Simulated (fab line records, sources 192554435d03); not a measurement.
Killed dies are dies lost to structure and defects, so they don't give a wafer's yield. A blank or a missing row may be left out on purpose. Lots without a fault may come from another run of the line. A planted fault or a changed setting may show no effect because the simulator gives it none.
A struck lot beside a sound one | flow n5_finfet | 37 steps out of a route of 1938
Sound: wafers L851.1, L851.3, L851.6. Struck: wafers L859.4, L859.5, L859.6. The cause comes at the end.
At each step with rows: each side's tool, then ch and its chambers, then its first start. Under that, the readings that differ: sound wafers | struck wafers | difference of the means | sigmas: that difference in standard deviations of wafers without a fault.
alike: readings whose means differ by less than 2 such deviations, and words and numbers that are the same on both sides. not compared: withheld readings, readings that some wafer has no value for, bounds like >300 that may hide the same value, and numbers for which the record gives no deviation and whose values overlap.
The two part at a step that has a row with sigmas, a row that says differs or no value, or rows on one side only. Numbers that don't overlap but have no deviation are shown without sigmas and don't part them. A reading that every wafer of one side lacks parts them only if that side has two wafers or more.

first, 9 steps without rows for these wafers: N5_BEOL_M4_ANNEAL_95 (time 240 s); N5_BEOL_M4_SPUTTER_96 (material Cu, target thk 4.5 nm, time 8.29 s); N5_BEOL_M4_ECD_50 (material Cu, target thk 300 nm); N5_BEOL_M4_ANNEAL_51 (time 90 s); N5_BEOL_M4_CMP_52 (polishes, stops on SiOC, t overpolish 6.8 s, target thk 40 nm); N5_BEOL_M4_PRE_CLEAN_60 (time 15 s); N5_BEOL_M4_CO_CAP_55 (material Co, precursor CCTBA/H2, target thk 2 nm, time 102.1 s); N5_BEOL_M4_PRE_CLEAN_56 (time 15 s); N5_BEOL_M4_DEP_57 (deposits SiCN from 3MS/NH3, target thk 8 nm, time 14 s).
N5_BEOL_M4_RC_MEAS_101:
  sound on prober-02 ch 0, day 9 04:21; struck on prober-01 ch 0, day 11 01:41
  alike: DIBL_N, DIBL_P, IOFF_N, IOFF_P, ION_N, ION_P, SS_N, SS_P, VT_N, VT_P
then, 24 steps without rows for these wafers: N5_BEOL_M5_ILD_DEP_00 (deposits SiCOH lowk from DEMS/porogen, target thk 140.64 nm, time 25.9 s); N5_BEOL_M5_CURE_79 (cures SiCOH lowk, time 240 s); N5_BEOL_M5_PECVD_70 (deposits SiO2 from TEOS/O2, target thk 16 nm, time 18 s); N5_BEOL_M5_HM_DEP_02 (deposits TiN, target thk 20 nm); N5_BEOL_M5_COAT_59 (time 60 s, resist thk 60 nm); N5_BEOL_M5_COAT_60 (time 60 s, resist thk 12 nm); N5_BEOL_M5_COAT_71 (time 60 s, resist thk 5 nm); N5_BEOL_M5_COAT_05 (resist thk 30 nm); N5_BEOL_M5_EBR_07; N5_BEOL_M5_SOFTBAKE_06 (time 60 s); N5_BEOL_M5_EXPOSE_08 (exposes mask M5, target cd 28 nm); N5_BEOL_M5_PEB_09 (peb time 60 s); N5_BEOL_M5_DEVELOP_10 (develop time 30 s); N5_BEOL_M5_DESCUM_16 (chemistry O2, time 7 s); N5_BEOL_M5_ETCH_72 (etches underlayer in N2/H2, target depth 6.5 nm, time 5.2 s); N5_BEOL_M5_ETCH_61 (etches SiARC in CF4, target depth 15.6 nm, time 26 s); N5_BEOL_M5_ETCH_62 (etches SOC in N2/H2, target depth 75 nm, overetch 15 nm, time 112.5 s); N5_BEOL_M5_STRIP_63 (strips in N2/H2); N5_BEOL_M5_STRIP_73 (strips in N2/H2); N5_BEOL_M5_STRIP_64 (strips in CF4); N5_BEOL_M5_HM_OPEN_17 (chemistry Cl2/BCl3, target TiN, target depth 20 nm, overetch 6 nm); N5_BEOL_M5_STRIP_19 (strips in O2); N5_BEOL_M5_COAT_65 (time 60 s, resist thk 60 nm); N5_BEOL_M5_COAT_66 (time 60 s, resist thk 12 nm).
N5_BEOL_M7_ETCH_62: etches SOC in N2/H2, target depth 110 nm, overetch 22 nm, time 165 s.
  sound on rie_diel-05 ch 0,2, day 10 03:19; struck on rie_diel-05 ch 0,2,3, day 12 00:46
  reading                                    | sound             | struck            | difference | sigmas
  rf_fwd_power_W (W)                         | 836.6 838.8 838.6 | 634.0 637.3 637.5 | -201.7     | -78
  rf_vpp_V (V)                               | 526.5 526.6 525.0 | 576.2 574.7 573.5 | +48.8      | +20
  model.SiARC_of_BEOL_M7_COAT_60.thk_nm (nm) | 28.4 28.4 28.4    | 29.4 29.6 29.4    | +1.1       |
  alike: drypump_motor_current_A, oes_product_au, showerhead_plenum_p_Torr, throttle_valve_pct
  not compared: rf_hours_counter_h
N5_BEOL_M7_OCD_MEAS_38:
  sound on ocd-01, day 10 06:24; struck on ocd-01, day 12 04:59
  reading              | sound          | struck         | difference | sigmas
  trench_depth_nm (nm) | 90.7 91.5 92.4 | 85.1 93.8 84.9 | -3.6       | -2
-- the record jumps here: 3 days lie between the struck wafers' starts before and after (it left off in module BEOL_M7 and takes up again in module PASSIVATION, whose first step shown is number 1936 of the route) --
N5_PASSIVATION_PROBE_49:
  sound on prober-01, day 13 08:04; struck on prober-02, day 15 16:16
  reading                  | sound          | struck         | difference | sigmas
  defect_limited_yield (%) | 89.0 89.2 89.3 | 79.2 88.2 87.5 | -4.2       | -3
  killed_at_M4_up          | 19 17 8        | 141 30 66      | +64        | +11
  killed_at_contacts       | 6 5 8          | 22 31 20       | +18        | +3
  killed_at_other          | 10 7 8         | 3 0 0          | -7         | -3
  killed_dies              | 130 127 126    | 246 139 147    | +50        | +3
  killed_on_rim            | 18 18 16       | 52 24 38       | +21        | +5
  sort_bin_5_function (%)  | 6.4 5.9 6.0    | 16.7 7.8 8.5   | +4.9       | +5
  sort_n_pass              | 1050 1053 1054 | 934 1041 1033  | -50        | -3
  sort_yield_pct (%)       | 89.0 89.2 89.3 | 79.2 88.2 87.5 | -4.2       | -3
  alike: killed_at_M0_to_M3, killed_at_front_end, killed_open, killed_short, sort_bin_6_memory, sort_bin_8_speed

WHERE THEY PART
First at N5_BEOL_M7_ETCH_62; last, within this record, at N5_PASSIVATION_PROBE_49.

WHY: what the simulator had put in
Process parameter drift: rie_diel-05, from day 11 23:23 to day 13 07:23, at N5_BEOL_M7_ETCH_62. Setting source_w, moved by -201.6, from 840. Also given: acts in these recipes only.
